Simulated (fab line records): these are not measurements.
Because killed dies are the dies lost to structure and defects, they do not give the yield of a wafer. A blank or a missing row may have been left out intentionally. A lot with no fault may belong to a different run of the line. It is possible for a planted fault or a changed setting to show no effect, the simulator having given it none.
fab line records + flow nand_harc
[record]
- lots = 7
- wafers = 21
- last_day = 25
route steps=1159 shown P_M2@339 P_BONDPAD@351 END@1159
lots that met no fault: from a run of the same line without faults
start_h: hours from the record's opening day to when the first of the lot's shown wafers began + wait_h: hours since the lot's step before + " unchanged from the row above + L1.1+2: several wafers, shown together as one row + - either no value or no given start + * or withheld: withheld + < > ~ a bound
route shown NAME@n: a module of which the file shows steps, and the number in the route of the first + usual: average and standard deviation across the fault-free wafers + same: alike in all rows + chamber/n: place in a boat + sites: readings site by site + _std_site: standard deviation of those values + _edge_site: the outer-site mean with the inner-site mean subtracted + radius_mm: how far each site lies from the wafer's centre + mask NAME#n: copy n + behind: tool/chamber where the wafer was last shaped + hold: the reason the lot was held/the length of the hold in hours/how it ended + device: which transistor (n, p or np) failed to switch + end of line: the tests these same wafers got at the end of their route + a step without rows: its recipe alone + killed: not the wafer's yield, but the dies lost to structure and defects at the first sort + map: per-die view of a wafer (x killed, . not killed, _ where there is no die)
set.NAME: the setting that was run; set.NAME@STEP: the one run at that earlier step + model.NAME: the simulator's own value behind a step, which no gauge read
certain route steps with their lots: each step a table, each wafer a row
services: from which hour (start_h, from the record's first day; less than 0 if before it) a tool's chamber was out of use, for how many hours, and why
[[steps]]
[step NHARC_P_M2_PRE_CLEAN_30]
[recipe]
- time_s = 30
- temp_c = 280
- gas = H2/He
[usual]
- heater_power_w = 423/58
| lot.wafer | tool           | chamber | start_h | wait_h | heater_power_w |
|-----------|----------------|---------|---------|--------|----------------|
| L341.2    | pvd_sputter-02 | -       | -       | -      | 473            |
| L341.4    | "              | -       | "       | "      | 448            |
| L341.5    | "              | -       | "       | "      | 335            |
| L342.2    | pvd_sputter-03 | -       | -       | -      | 495            |
| L342.4    | "              | -       | "       | "      | 361            |
| L342.3    | "              | -       | "       | "      | 432            |
| L343.1    | pvd_sputter-03 | -       | -       | -      | 488            |
| L343.3    | "              | -       | "       | "      | 353            |
| L343.6    | "              | -       | "       | "      | 499            |
| L349.1    | pvd_sputter-03 | -       | -       | -      | 438            |
| L349.5    | "              | -       | "       | "      | 493            |
| L349.6    | "              | -       | "       | "      | 364            |
| L350.2    | pvd_sputter-03 | -       | -       | -      | 425            |
| L350.5    | "              | -       | "       | "      | 367            |
| L350.6    | "              | -       | "       | "      | 426            |
| L353.2    | pvd_sputter-03 | -       | -       | -      | 360            |
| L353.4    | "              | -       | "       | "      | 355            |
| L353.6    | "              | -       | "       | "      | 360            |
| L359.3    | pvd_sputter-03 | -       | -       | -      | 485            |
| L359.1    | "              | -       | "       | "      | 432            |
| L359.6    | "              | -       | "       | "      | 370            |
[step NHARC_P_M2_PVD_20]
[recipe]
- target_thk_a = 50
- bias_v = 168.6
- power_w = 15000
- chamber_pressure_pa = 0.12
- time_s = 8.06
- substrate_temp_c = 50
- material = TaN
[step NHARC_P_M2_PVD_21]
[recipe]
- target_thk_a = 300
- chamber_pressure_pa = 5
- power_w = 5000
- substrate_temp_c = 30
- time_s = 20.49
- material = Cu
[step NHARC_P_M2_ECD_22]
[recipe]
- target_thk_a = 4000
- bath_temp_c = 25
- material = Cu
[step NHARC_P_M2_ANNEAL_31]
[recipe]
- temp_c = 225
- time_s = 90
[step NHARC_P_M2_CMP_23]
[recipe]
- t_overpolish_s = 20
- target_thk_nm = 144.3
[usual]
- motor_current_A = 11.8/0.77
- time_to_endpoint_s = 28.1/2.6
| lot.wafer | tool   | chamber | start_h | wait_h | motor_current_A | time_to_endpoint_s |
|-----------|--------|---------|---------|--------|-----------------|--------------------|
| L341.2    | cmp-04 | 2       | 161.80  | -      | 11.4            | 31.9               |
| L341.4    | "      | 0       | "       | "      | 12.4            | 30.2               |
| L341.5    | "      | 1       | "       | "      | 11.7            | 26.5               |
| L342.3    | cmp-01 | 3       | 165.57  | -      | 11.3            | 32.6               |
| L342.2    | "      | 0       | "       | "      | 11.6            | 28.4               |
| L342.4    | "      | 1       | "       | "      | 12.9            | 31.4               |
| L343.1    | cmp-01 | 1       | 166.34  | -      | 12.8            | 29.1               |
| L343.3    | "      | 3       | "       | "      | 11.2            | 28.3               |
| L343.6    | "      | 1       | "       | "      | 12.4            | 29.9               |
| L349.1    | cmp-03 | 1       | 206.17  | -      | 10.9            | 26.4               |
| L349.6    | "      | 0       | "       | "      | 10.7            | 28.1               |
| L349.5    | "      | 1       | "       | "      | 10.8            | 27.5               |
| L350.2    | cmp-01 | 3       | 217.44  | -      | 10.9            | 29.1               |
| L350.5    | "      | 3       | "       | "      | 11.5            | 29.9               |
| L350.6    | "      | 0       | "       | "      | 11.5            | 30.6               |
| L353.2    | cmp-03 | 0       | 228.28  | -      | 10.7            | 30.9               |
| L353.4    | "      | 1       | "       | "      | 11.6            | 26.2               |
| L353.6    | "      | 0       | "       | "      | 11.2            | 32.2               |
| L359.1    | cmp-03 | 0       | 268.27  | -      | 10.7            | 30.8               |
| L359.3    | "      | 1       | "       | "      | 11.4            | 26.3               |
| L359.6    | "      | 1       | "       | "      | 11.3            | 24.1               |
[step NHARC_P_M2_THK_MEAS_24]
[recipe]
- thk_meas_gauge = xrf
[usual]
- thk_nm = 144.1/1.5
| lot.wafer | tool          | chamber | start_h | wait_h | thk_nm |
|-----------|---------------|---------|---------|--------|--------|
| L341.2    | film_metro-01 | -       | 162.09  | -      | 144.3  |
| L341.4    | "             | -       | "       | "      | 145.6  |
| L341.5    | "             | -       | "       | "      | 143.0  |
| L342.2    | film_metro-01 | -       | 165.86  | -      | 145.3  |
| L342.3    | "             | -       | "       | "      | 145.4  |
| L342.4    | "             | -       | "       | "      | 145.7  |
| L343.1    | film_metro-01 | -       | 166.66  | -      | 145.1  |
| L343.3    | "             | -       | "       | "      | 144.8  |
| L343.6    | "             | -       | "       | "      | 146.3  |
| L349.1    | film_metro-01 | -       | 206.46  | -      | 143.3  |
| L349.5    | "             | -       | "       | "      | 140.6  |
| L349.6    | "             | -       | "       | "      | 146.7  |
| L350.2    | film_metro-01 | -       | 217.76  | -      | 143.5  |
| L350.5    | "             | -       | "       | "      | 142.3  |
| L350.6    | "             | -       | "       | "      | 145.8  |
| L353.2    | film_metro-01 | -       | 228.60  | -      | 144.1  |
| L353.4    | "             | -       | "       | "      | 144.5  |
| L353.6    | "             | -       | "       | "      | 144.0  |
| L359.1    | film_metro-01 | -       | 268.59  | -      | 144.9  |
| L359.3    | "             | -       | "       | "      | 142.0  |
| L359.6    | "             | -       | "       | "      | 141.1  |
[step NHARC_P_M2_SRD_25]
[step NHARC_P_M2_INSPECT_27]
[usual]
- raw_defect_count = 327/120
| lot.wafer | tool              | chamber | start_h | wait_h | raw_defect_count |
|-----------|-------------------|---------|---------|--------|------------------|
| L341.2    | defect_inspect-01 | -       | 162.25  | 0.0    | 498              |
| L341.4    | "                 | -       | "       | "      | 399              |
| L341.5    | "                 | -       | "       | "      | 230              |
| L342.2    | defect_inspect-01 | -       | 166.02  | 0.0    | 251              |
| L342.3    | "                 | -       | "       | "      | 346              |
| L342.4    | "                 | -       | "       | "      | 256              |
| L343.1    | defect_inspect-02 | -       | 166.81  | 0.0    | 342              |
| L343.3    | "                 | -       | "       | "      | 306              |
| L343.6    | "                 | -       | "       | "      | 221              |
| L349.1    | defect_inspect-01 | -       | 206.62  | 0.0    | 310              |
| L349.5    | "                 | -       | "       | "      | 319              |
| L349.6    | "                 | -       | "       | "      | 259              |
| L350.2    | defect_inspect-02 | -       | 217.92  | 0.0    | 231              |
| L350.5    | "                 | -       | "       | "      | 339              |
| L350.6    | "                 | -       | "       | "      | 367              |
| L353.2    | defect_inspect-02 | -       | 228.76  | 0.0    | 326              |
| L353.4    | "                 | -       | "       | "      | 217              |
| L353.6    | "                 | -       | "       | "      | 600              |
| L359.1    | defect_inspect-02 | -       | 268.74  | 0.0    | 520              |
| L359.3    | "                 | -       | "       | "      | 379              |
| L359.6    | "                 | -       | "       | "      | 645              |
[step NHARC_P_M2_PRE_CLEAN_32]
[recipe]
- time_s = 12
- temp_c = 370
- rf_power_w = 300
- gas = NH3
[usual]
- heater_power_w = 628/86
| lot.wafer | tool     | chamber | start_h | wait_h | heater_power_w |
|-----------|----------|---------|---------|--------|----------------|
| L341.2    | pecvd-01 | 0       | 162.34  | 0.1    | 691            |
| L341.4    | "        | 2       | "       | "      | 522            |
| L341.5    | "        | 0       | "       | "      | 677            |
| L342.2    | pecvd-01 | 2       | 166.09  | 0.1    | 567            |
| L342.3    | "        | 1       | "       | "      | 701            |
| L342.4    | "        | 2       | "       | "      | 543            |
| L343.3    | pecvd-04 | 2       | 166.88  | 0.1    | 604            |
| L343.1    | "        | 1       | "       | "      | 647            |
| L343.6    | "        | 0       | "       | "      | 463            |
| L349.1    | pecvd-01 | 2       | 206.68  | 0.1    | 559            |
| L349.6    | "        | 2       | "       | "      | 548            |
| L349.5    | "        | 0       | "       | "      | 660            |
| L350.2    | pecvd-01 | 0       | 218.00  | 0.1    | 662            |
| L350.6    | "        | 0       | "       | "      | 653            |
| L350.5    | "        | 1       | "       | "      | 772            |
| L353.2    | pecvd-01 | 1       | 228.85  | 0.1    | 786            |
| L353.4    | "        | 0       | "       | "      | 755            |
| L353.6    | "        | 1       | "       | "      | 795            |
| L359.1    | pecvd-01 | 2       | 268.83  | 0.1    | 624            |
| L359.3    | "        | 0       | "       | "      | 614            |
| L359.6    | "        | 1       | "       | "      | 752            |
[step NHARC_P_M2_DEP_33]
[recipe]
- target_thk_a = 300
- temp_c = 370
- target_thk_nm = 30
- pressure_torr = 3
- flow_sccm = 200
- rf_w = 450
- material = SiCN
[usual]
- chamber_pressure_Torr = 2.999/0.0069
- heater_power_outer_w = 318/61
- heater_power_w = 574/83
| lot.wafer | tool     | chamber | start_h | wait_h | chamber_pressure_Torr | heater_power_outer_w | heater_power_w |
|-----------|----------|---------|---------|--------|-----------------------|----------------------|----------------|
| L341.2    | pecvd-01 | 0       | 162.48  | 0.1    | 3.002                 | 383                  | 689            |
| L341.4    | "        | 2       | "       | "      | 2.996                 | 257                  | 525            |
| L341.5    | "        | 0       | "       | "      | 3.000                 | 383                  | 697            |
| L342.2    | pecvd-01 | 2       | 166.17  | 0.1    | 2.986                 | 254                  | 511            |
| L342.3    | "        | 1       | "       | "      | 3.001                 | 367                  | 626            |
| L342.4    | "        | 2       | "       | "      | 2.991                 | 245                  | 524            |
| L343.3    | pecvd-04 | 2       | 166.96  | 0.1    | 2.993                 | 310                  | 553            |
| L343.1    | "        | 1       | "       | "      | 2.997                 | 279                  | 541            |
| L343.6    | "        | 0       | "       | "      | 3.006                 | 215                  | 395            |
| L349.1    | pecvd-01 | 2       | 206.76  | 0.1    | 3.007                 | 271                  | 550            |
| L349.6    | "        | 2       | "       | "      | 2.985                 | 274                  | 559            |
| L349.5    | "        | 0       | "       | "      | 3.009                 | 315                  | 598            |
| L350.2    | pecvd-01 | 0       | 218.10  | 0.1    | 2.994                 | 366                  | 667            |
| L350.6    | "        | 0       | "       | "      | 3.003                 | 371                  | 674            |
| L350.5    | "        | 1       | "       | "      | 3.001                 | 363                  | 608            |
| L353.2    | pecvd-01 | 1       | 228.99  | 0.1    | 2.997                 | 419                  | 714            |
| L353.4    | "        | 0       | "       | "      | 2.998                 | 339                  | 609            |
| L353.6    | "        | 1       | "       | "      | 2.999                 | 431                  | 722            |
| L359.1    | pecvd-01 | 2       | 268.93  | 0.1    | 2.997                 | 299                  | 596            |
| L359.3    | "        | 0       | "       | "      | 2.994                 | 349                  | 651            |
| L359.6    | "        | 1       | "       | "      | 2.991                 | 430                  | 670            |
[step NHARC_P_BONDPAD_DEP_00]
[recipe]
- target_thk_a = 2500
- temp_c = 370
- target_thk_nm = 250
- pressure_torr = 3
- flow_sccm = 200
- rf_w = 450
- material = SiCN
[usual]
- chamber_pressure_Torr = 3.000/0.0061
- heater_power_outer_w = 322/65
- heater_power_w = 578/89
| lot.wafer | tool     | chamber | start_h | wait_h | chamber_pressure_Torr | heater_power_outer_w | heater_power_w |
|-----------|----------|---------|---------|--------|-----------------------|----------------------|----------------|
| L341.2    | pecvd-04 | 0       | 162.79  | -      | -                     | -                    | -              |
| L341.4    | "        | 0       | "       | "      | -                     | -                    | -              |
| L341.5    | "        | 1       | "       | "      | -                     | -                    | -              |
| L342.3    | pecvd-04 | 1       | 166.59  | -      | -                     | -                    | -              |
| L342.2    | "        | 2       | "       | "      | -                     | -                    | -              |
| L342.4    | "        | 2       | "       | "      | -                     | -                    | -              |
| L343.3    | pecvd-01 | 2       | 167.41  | -      | -                     | -                    | -              |
| L343.1    | "        | 0       | "       | "      | -                     | -                    | -              |
| L343.6    | "        | 0       | "       | "      | -                     | -                    | -              |
| L349.1    | pecvd-01 | 1       | 207.16  | -      | 2.985                 | 461                  | 754            |
| L349.6    | "        | 1       | "       | "      | 3.000                 | 465                  | 756            |
| L349.5    | "        | 0       | "       | "      | 2.994                 | 385                  | 672            |
| L350.2    | pecvd-02 | 2       | 218.45  | -      | 2.995                 | 342                  | 543            |
| L350.6    | "        | 2       | "       | "      | 2.989                 | 351                  | 555            |
| L350.5    | "        | 1       | "       | "      | 2.998                 | 337                  | 601            |
| L353.2    | pecvd-01 | 2       | 229.39  | -      | 3.007                 | 245                  | 523            |
| L353.4    | "        | 1       | "       | "      | 2.996                 | 356                  | 595            |
| L353.6    | "        | 2       | "       | "      | 3.001                 | 250                  | 532            |
| L359.1    | pecvd-04 | 2       | 269.35  | -      | 3.004                 | 332                  | 601            |
| L359.3    | "        | 0       | "       | "      | 2.993                 | 209                  | 390            |
| L359.6    | "        | 0       | "       | "      | 2.993                 | 218                  | 410            |
[step NHARC_P_BONDPAD_CMP_32]
[recipe]
- target_thk_nm = 200
- material = SiCN
[usual]
- motor_current_A = 11.9/0.85
| lot.wafer | tool   | chamber | start_h | wait_h | motor_current_A |
|-----------|--------|---------|---------|--------|-----------------|
| L341.2    | cmp-02 | 2       | 163.20  | 0.4    | 12.8            |
| L341.4    | "      | 1       | "       | "      | 10.9            |
| L341.5    | "      | 3       | "       | "      | 13.3            |
| L342.3    | cmp-01 | 3       | 166.99  | 0.4    | 11.1            |
| L342.4    | "      | 0       | "       | "      | 11.6            |
| L342.2    | "      | 2       | "       | "      | 12.3            |
| L343.1    | cmp-01 | 3       | 167.83  | 0.3    | 10.6            |
| L343.3    | "      | 0       | "       | "      | 11.9            |
| L343.6    | "      | 2       | "       | "      | 11.7            |
| L349.1    | cmp-02 | 3       | 207.64  | -      | 13.7            |
| L349.5    | "      | 0       | "       | "      | 13.3            |
| L349.6    | "      | 1       | "       | "      | 11.1            |
| L350.2    | cmp-03 | 1       | 218.86  | -      | 11.6            |
| L350.6    | "      | 1       | "       | "      | 11.4            |
| L350.5    | "      | 2       | "       | "      | 11.5            |
| L353.4    | cmp-01 | 1       | 229.71  | -      | 12.8            |
| L353.2    | "      | 2       | "       | "      | 11.8            |
| L353.6    | "      | 1       | "       | "      | 12.3            |
| L359.1    | cmp-03 | 3       | 269.77  | -      | 12.0            |
| L359.3    | "      | 0       | "       | "      | 10.8            |
| L359.6    | "      | 2       | "       | "      | 11.7            |
[step NHARC_P_BONDPAD_SRD_34]
[step NHARC_END_SORT_01]
[recipe]
- temp_c = 25
[usual]
- defect_limited_yield = 95.8/1.3
- killed_at_array = 24/8.7
- killed_at_other = 0.8/1.2
- killed_at_periphery = 3.6/2.3
- killed_dies = 28/8.9
- killed_open = 3.2/1.9
- killed_short = 2.0/1.6
- sort_bin_2_pct = 1.3/0.57
- sort_bin_3_pct = 0.22/0.19
- sort_bin_4_pct = 2.7/0.89
- sort_n_pass = 649/8.9
- sort_rim_yield_pct = 95/3.1
- sort_yield_pct = 95.8/1.3
[same]
- gross_dies = 677
- sort_bin_5_pct[%] = 0
- sort_bin_6_pct[%] = 0
- sort_bin_7_pct[%] = 0
- sort_bin_8_pct[%] = 0
- sort_rim_n_gross = 106.00
| lot.wafer | tool      | chamber | start_h | wait_h | defect_limited_yield[%] | killed_at_array | killed_at_other | killed_at_periphery | killed_dies | killed_open | killed_short | sort_bin_2_pct[%] | sort_bin_3_pct[%] | sort_bin_4_pct[%] | sort_n_pass | sort_rim_yield_pct[%] | sort_yield_pct[%] |
|-----------|-----------|---------|---------|--------|-------------------------|-----------------|-----------------|---------------------|-------------|-------------|--------------|-------------------|-------------------|-------------------|-------------|-----------------------|-------------------|
| L343.1    | prober-02 | 0       | 480.33  | 2.5    | 0                       | 9               | 0               | 668                 | 677         | 3           | 0            | 98.7              | 0                 | 1.3               | 0           | 0                     | 0                 |
| L343.3    | prober-02 | 0       | 481.93  | 3.1    | 0                       | 9               | 0               | 668                 | 677         | 2           | 3            | 98.5              | 0.15              | 1.3               | 0           | 0                     | 0                 |
| L343.6    | prober-02 | 0       | 484.31  | 4.0    | 0                       | 16              | 0               | 661                 | 677         | 4           | 2            | 98.1              | 0.15              | 1.8               | 0           | 0                     | 0                 |
| L341.2    | prober-01 | 0       | 488.71  | 2.8    | 0                       | 34              | 3               | 640                 | 677         | 2           | 3            | 95.9              | 0.44              | 3.7               | 0           | 0                     | 0                 |
| L341.4    | prober-01 | 0       | 490.29  | 3.4    | 0                       | 30              | 0               | 647                 | 677         | 2           | 1            | 96.9              | 0.59              | 2.5               | 0           | 0                     | 0                 |
| L341.5    | prober-01 | 0       | 491.09  | 3.7    | 0                       | 33              | 3               | 641                 | 677         | 4           | 2            | 95.4              | 0.30              | 4.3               | 0           | 0                     | 0                 |
| L342.2    | prober-01 | 0       | 505.23  | 2.8    | 0                       | 20              | 0               | 657                 | 677         | 4           | 3            | 97.5              | 0.15              | 2.4               | 0           | 0                     | 0                 |
| L342.3    | prober-01 | 0       | 506.04  | 3.1    | 0                       | 23              | 1               | 653                 | 677         | 2           | 4            | 97.5              | 0.44              | 2.1               | 0           | 0                     | 0                 |
| L342.4    | prober-01 | 0       | 506.85  | 3.4    | 0                       | 22              | 1               | 654                 | 677         | 3           | 1            | 97.6              | 0                 | 2.4               | 0           | 0                     | 0                 |
| L349.1    | prober-01 | 0       | 546.16  | 2.5    | 96.2                    | 21              | 0               | 5                   | 26          | 2           | 3            | 0.9               | 0                 | 3.0               | 651         | 98                    | 96.2              |
| L349.5    | prober-01 | 0       | 549.36  | 3.7    | 97.2                    | 13              | 0               | 6                   | 19          | 2           | 4            | 0.9               | 0                 | 1.9               | 658         | 96                    | 97.2              |
| L350.6    | prober-01 | 0       | 557.87  | 3.9    | 94.1                    | 38              | 0               | 2                   | 40          | 8           | 0            | 2.8               | 0.15              | 3.0               | 637         | 89                    | 94.1              |
| L359.1    | prober-01 | 0       | 585.15  | 2.5    | 95.7                    | 19              | 5               | 5                   | 29          | 7           | 1            | 1.5               | 0                 | 2.8               | 648         | 95                    | 95.7              |
| L359.3    | prober-01 | 0       | 586.72  | 3.1    | 96.3                    | 15              | 3               | 7                   | 25          | 3           | 1            | 0.7               | 0.15              | 2.8               | 652         | 95                    | 96.3              |
| L359.6    | prober-01 | 0       | 589.07  | 3.9    | 96.2                    | 20              | 2               | 4                   | 26          | 2           | 1            | 1.3               | 0                 | 2.5               | 651         | 98                    | 96.2              |
// killed by level:class
L343.1 P_BONDPAD:area_dep=664 A_CONTACT:chamber_film_flake=5 P_CONTACT:geometric_particle:open=2 A_CHANNEL_HOLE_D1:chamber_film_flake=2 A_STAIRCASE:chamber_film_flake=2 P_M1:geometric_particle:open=1 P_STI:chamber_film_flake=1
L343.3 P_BONDPAD:area_dep=664 A_CONTACT:chamber_film_flake=4 P_STI:chamber_film_flake=2 A_STAIRCASE:chamber_film_flake=2 P_GATE:geometric_particle:short=1 P_M1:geometric_particle:short=1 A_SOURCE_PLATE:geometric_particle:short=1 A_ONON_D1:geometric_particle:open=1
L343.6 P_BONDPAD:area_dep=660 A_CHANNEL_HOLE_D1:chamber_film_flake=3 A_STAIRCASE:chamber_film_flake=3 A_CONTACT:chamber_film_flake=3 A_CONTACT:geometric_particle:open=2 A_WL_FILL:chamber_film_flake=2 P_M0:geometric_particle:open=1 A_ONON_D1:geometric_particle:short=1
L341.2 P_BONDPAD:area_dep=636 A_SLIT:chamber_film_flake=13 A_STAIRCASE:chamber_film_flake=8 A_CHANNEL_HOLE_D1:chamber_film_flake=5 A_SGD_CUT:chamber_film_flake=4 THIN_TSV:chamber_film_flake=3 A_WL_FILL:geometric_particle:open=2 P_GATE:geometric_particle:short=1
L341.4 P_BONDPAD:area_dep=645 A_SLIT:chamber_film_flake=9 A_SGD_CUT:chamber_film_flake=7 A_CHANNEL_HOLE_D1:chamber_film_flake=6 A_STAIRCASE:chamber_film_flake=5 P_M1:geometric_particle:open=1 A_CHANNEL_FILL_D1:geometric_particle:short=1 A_CONTACT:geometric_particle:open=1
L341.5 P_BONDPAD:area_dep=637 A_SLIT:chamber_film_flake=13 A_STAIRCASE:chamber_film_flake=9 A_SGD_CUT:chamber_film_flake=6 THIN_TSV:chamber_film_flake=3 P_M0:geometric_particle:open=2 P_CONTACT:geometric_particle:open=1 A_ONON_D1:geometric_particle:short=1
L342.2 P_BONDPAD:area_dep=654 A_CHANNEL_HOLE_D1:chamber_film_flake=11 A_ONON_D1:geometric_particle:open=2 A_M0:geometric_particle:short=2 A_STAIRCASE:chamber_film_flake=2 P_M2:geometric_particle:open=1 A_SOURCE_PLATE:geometric_particle:open=1 A_ONON_D1:geometric_particle:short=1
L342.3 P_BONDPAD:area_dep=651 A_CHANNEL_HOLE_D1:chamber_film_flake=18 P_GATE:geometric_particle:short=2 A_M0:geometric_particle:open=2 A_WL_FILL:geometric_particle:short=1 A_BLC:geometric_particle:short=1 A_STAIRCASE:chamber_film_flake=1 THIN_TSV:chamber_film_flake=1
L342.4 P_BONDPAD:area_dep=653 A_CHANNEL_HOLE_D1:chamber_film_flake=16 A_CONTACT:chamber_film_flake=2 A_ONON_D1:geometric_particle:open=1 A_ONON_D1:geometric_particle:short=1 A_CHANNEL_HOLE_D1:geometric_particle:open=1 A_CHANNEL_FILL_D1:geometric_particle:open=1 P_GATE:chamber_film_flake=1
L349.1 A_STAIRCASE:chamber_film_flake=7 A_CHANNEL_HOLE_D1:chamber_film_flake=5 A_CONTACT:chamber_film_flake=3 A_BLC:geometric_particle:open=2 P_ZERO_WELL:chamber_film_flake=2 P_M1:chamber_film_flake=2 P_CONTACT:geometric_particle:short=1 A_ONON_D1:geometric_particle:short=1
L349.5 A_CHANNEL_HOLE_D1:chamber_film_flake=4 P_CONTACT:geometric_particle:short=2 A_CONTACT:geometric_particle:open=2 P_M1:chamber_film_flake=2 A_STAIRCASE:chamber_film_flake=2 A_CONTACT:chamber_film_flake=2 A_CHANNEL_FILL_D1:geometric_particle:short=1 A_SGD_CUT:geometric_particle:short=1
L350.6 A_SLIT:chamber_film_flake=15 A_CHANNEL_HOLE_D1:chamber_film_flake=12 A_CONTACT:chamber_film_flake=4 A_ONON_D1:geometric_particle:open=2 A_CONTACT:geometric_particle:open=2 P_M0:geometric_particle:open=1 P_M1:geometric_particle:open=1 A_WL_FILL:geometric_particle:open=1
L359.1 A_CONTACT:chamber_film_flake=8 THIN_TSV:chamber_film_flake=4 A_STAIRCASE:chamber_film_flake=3 A_CONTACT:geometric_particle:open=2 P_STI:chamber_film_flake=2 A_CHANNEL_FILL_D1:chamber_film_flake=2 P_CONTACT:geometric_particle:open=1 P_M0:geometric_particle:open=1
L359.3 P_STI:chamber_film_flake=5 A_CHANNEL_FILL_D1:chamber_film_flake=4 A_CONTACT:chamber_film_flake=4 THIN_TSV:chamber_film_flake=3 A_CONTACT:geometric_particle:open=2 A_STAIRCASE:chamber_film_flake=2 P_M1:geometric_particle:open=1 A_M0:geometric_particle:short=1
L359.6 A_CONTACT:chamber_film_flake=11 P_STI:chamber_film_flake=3 A_CONTACT:geometric_particle:open=2 THIN_TSV:chamber_film_flake=2 A_WL_FILL:chamber_film_flake=2 A_M0:geometric_particle:short=1 P_GATE:chamber_film_flake=1 A_CHANNEL_HOLE_D1:unspecified=1
// map L341.2 (x killed, . not)
____________x____________
_________xxxxxxx_________
_______xxxxxxxxxxx_______
______xxxxxxxxxxxxx______
_____xxxxxxxxxxxxxxx_____
____xxxxxxxxxxxxxxxxx____
____xxxxxxxxxxxxxxxxx____
___xxxxxxxxxxxxxxxxxxx___
___xxxxxxxxxxxxxxxxxxx___
__xxxxxxxxxxxxxxxxxxxxx__
__xxxxxxxxxxxxxxxxxxxxx__
_xxxxxxxxxxxxxxxxxxxxxxx_
_xxxxxxxxxxxxxxxxxxxxxxx_
_xxxxxxxxxxxxxxxxxxxxxxx_
_xxxxxxxxxxxxxxxxxxxxxxx_
_xxxxxxxxxxxxxxxxxxxxxxx_
xxxxxxxxxxxxxxxxxxxxxxxxx
xxxxxxxxxxxxxxxxxxxxxxxxx
xxxxxxxxxxxxxxxxxxxxxxxxx
xxxxxxxxxxxxxxxxxxxxxxxxx
xxxxxxxxxxxxxxxxxxxxxxxxx
_xxxxxxxxxxxxxxxxxxxxxxx_
_xxxxxxxxxxxxxxxxxxxxxxx_
_xxxxxxxxxxxxxxxxxxxxxxx_
_xxxxxxxxxxxxxxxxxxxxxxx_
_xxxxxxxxxxxxxxxxxxxxxxx_
__xxxxxxxxxxxxxxxxxxxxx__
__xxxxxxxxxxxxxxxxxxxxx__
___xxxxxxxxxxxxxxxxxxx___
___xxxxxxxxxxxxxxxxxxx___
____xxxxxxxxxxxxxxxxx____
____xxxxxxxxxxxxxxxxx____
_____xxxxxxxxxxxxxxx_____
______xxxxxxxxxxxxx______
_______xxxxxxxxxxx_______
_________xxxxxxx_________
____________x____________
// map L342.2 (x killed, . not)
____________x____________
_________xxxxxxx_________
_______xxxxxxxxxxx_______
______xxxxxxxxxxxxx______
_____xxxxxxxxxxxxxxx_____
____xxxxxxxxxxxxxxxxx____
____xxxxxxxxxxxxxxxxx____
___xxxxxxxxxxxxxxxxxxx___
___xxxxxxxxxxxxxxxxxxx___
__xxxxxxxxxxxxxxxxxxxxx__
__xxxxxxxxxxxxxxxxxxxxx__
_xxxxxxxxxxxxxxxxxxxxxxx_
_xxxxxxxxxxxxxxxxxxxxxxx_
_xxxxxxxxxxxxxxxxxxxxxxx_
_xxxxxxxxxxxxxxxxxxxxxxx_
_xxxxxxxxxxxxxxxxxxxxxxx_
xxxxxxxxxxxxxxxxxxxxxxxxx
xxxxxxxxxxxxxxxxxxxxxxxxx
xxxxxxxxxxxxxxxxxxxxxxxxx
xxxxxxxxxxxxxxxxxxxxxxxxx
xxxxxxxxxxxxxxxxxxxxxxxxx
_xxxxxxxxxxxxxxxxxxxxxxx_
_xxxxxxxxxxxxxxxxxxxxxxx_
_xxxxxxxxxxxxxxxxxxxxxxx_
_xxxxxxxxxxxxxxxxxxxxxxx_
_xxxxxxxxxxxxxxxxxxxxxxx_
__xxxxxxxxxxxxxxxxxxxxx__
__xxxxxxxxxxxxxxxxxxxxx__
___xxxxxxxxxxxxxxxxxxx___
___xxxxxxxxxxxxxxxxxxx___
____xxxxxxxxxxxxxxxxx____
____xxxxxxxxxxxxxxxxx____
_____xxxxxxxxxxxxxxx_____
______xxxxxxxxxxxxx______
_______xxxxxxxxxxx_______
_________xxxxxxx_________
____________x____________
[[services]]
| tool           | chamber | start_h | hours | kind   |
|----------------|---------|---------|-------|--------|
| pecvd-02       | -       | 153.11  | 13.0  | pm     |
| cmp-03         | -       | 156.00  | 4.0   | pm     |
| cmp-02         | -       | 156.54  | 1.3   | repair |
| pecvd-02       | 1       | 169.26  | 6.8   | repair |
| cmp-02         | -       | 183.24  | 0.3   | repair |
| cmp-04         | -       | 184.15  | 0.4   | repair |
| cmp-04         | -       | 185.30  | 0.8   | repair |
| cmp-03         | -       | 185.58  | 1.0   | repair |
| cmp-01         | -       | 186.28  | 4.0   | pm     |
| cmp-03         | -       | 190.57  | 6.6   | repair |
| cmp-01         | -       | 192.63  | 0.6   | repair |
| pecvd-04       | -       | 195.36  | 13.0  | pm     |
| cmp-04         | -       | 203.07  | 4.0   | pm     |
| cmp-02         | -       | 213.32  | 2.1   | repair |
| cmp-02         | -       | 215.55  | 0.4   | repair |
| pvd_sputter-02 | -       | 217.21  | 10.0  | pm     |
| cmp-02         | -       | 220.39  | 1.6   | repair |
| cmp-01         | -       | 224.70  | 2.0   | repair |
| cmp-02         | -       | 226.50  | 4.0   | pm     |
| cmp-01         | -       | 233.93  | 1.0   | repair |
| pecvd-01       | -       | 237.32  | 13.0  | pm     |
| cmp-03         | -       | 243.69  | 2.8   | repair |
| pvd_sputter-03 | -       | 245.48  | 3.0   | repair |
| cmp-03         | -       | 254.00  | 4.0   | pm     |
[[key]]
[first_sign]
- step = NHARC_P_BONDPAD_DEP_00
- reading = tool_record
- direction = missing
[effect]
- step = NHARC_END_SORT_01
- reading = killed_at_periphery
- direction = up
- sigmas = 99+
- usual = 3.6
- struck = 654.3
[more_kills_born_at]
- NHARC_P_BONDPAD_DEP_00@pecvd-04 = 3876
- NHARC_P_BONDPAD_DEP_00@pecvd-01 = 1988
met_at NHARC_P_BONDPAD_DEP_00
struck_wafers L341.2,L341.4,L341.5,L342.2,L342.3,L342.4,L343.1,L343.3,L343.6
later_rows_left_out L341.2,L341.4,L341.5,L342.2,L342.3,L342.4,L343.1,L343.3,L343.6
[fault]
- kind = skipped_step_whole
- tool = pecvd-01,pecvd-04
- chamber = -
- onset_h = 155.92
- steps = NHARC_P_BONDPAD_DEP_00
- scope = struck_lots_only
// later_rows_left_out: the simulator's readings of these wafers behind a module that went badly wrong aren't trusted and aren't shown, but for the sort
